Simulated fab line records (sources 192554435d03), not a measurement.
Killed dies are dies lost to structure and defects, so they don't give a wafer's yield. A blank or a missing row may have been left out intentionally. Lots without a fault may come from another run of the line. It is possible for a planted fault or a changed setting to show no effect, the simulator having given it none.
Matching of chambers	flow n5Finfet	N5_BEOL_M0_SAQP_HM_OPEN_112 on rieDiel-06 has 4 sister chambers
The step chemistry CHF3/O2, target SiO2, stops on a-Si, target depth 12 nm, time 13.5 s. 16 wafers are shown with their chamber, then 8 later ones without.

## WAFERS WITH THEIR CHAMBER
wafer	chamber	drypumpMotorCurrentA (A)	showerheadPlenumPTorr (Torr)	rfVppV (V)
L074.1	1	6.5	2.41	521
L074.3	3	6.0	2.31	542
L074.6	2	6.1	2.46	532
L077.1	1	6.5	2.41	521
L077.4	0	5.3	2.23	520
L077.5	1	6.5	2.41	522
L078.1	0	5.2	2.23	519
L078.3	1	6.5	2.40	521
L078.4	1	6.5	2.40	521
L087.1	0	5.2	2.22	521
L087.2	2	6.1	2.45	532
L087.5	0	5.3	2.22	519
L088.1	0	5.2	2.22	520
L088.3	3	6.0	2.31	542
L088.6	0	5.3	2.22	520
L089.2	3	6.0	2.30	540

SIGNATURES, as means of the wafers listed above
reading	chamber 0	chamber 1	chamber 2	chamber 3	scatter within a chamber
drypumpMotorCurrentA	5.250	6.500	6.100	6.000	0.0354
showerheadPlenumPTorr	2.2233	2.4060	2.4550	2.3067	0.00555
rfVppV	519.83	521.20	532.00	541.33	0.725
Rule: for a wafer and a chamber, the distance is found by dividing, reading by reading, the gap between the wafer's reading and the chamber's mean by the reading's scatter, squaring, summing and taking the root. If the next closest chamber is less than 2 further off than the closest, the wafer can't be placed; otherwise it belongs to the closest. The scatter: take each reading less its chamber's mean, square it, sum over the shown wafers, divide by the number of wafers less the number of chambers, and take the root.

## WAFERS MISSING THEIR CHAMBER
wafer	drypumpMotorCurrentA (A)	showerheadPlenumPTorr (Torr)	rfVppV (V)
L089.3	5.2	2.22	520
L089.6	5.3	2.22	520
L091.1	5.2	2.22	521
L091.2	6.5	2.40	520
L091.6	5.3	2.22	522
L096.2	6.0	2.30	541
L096.4	5.2	2.21	522
L096.5	6.0	2.30	542

## THE CHAMBER EACH PASSED THROUGH
wafer	from the rows above	in truth
L089.3	0	0
L089.6	0	0
L091.1	0	0
L091.2	1	1
L091.6	0	0
L096.2	3	3
L096.4	0	0
L096.5	3	3
Placed correctly: 8 of 8. From these rows, 0 cannot be placed. 0 placed wrongly.
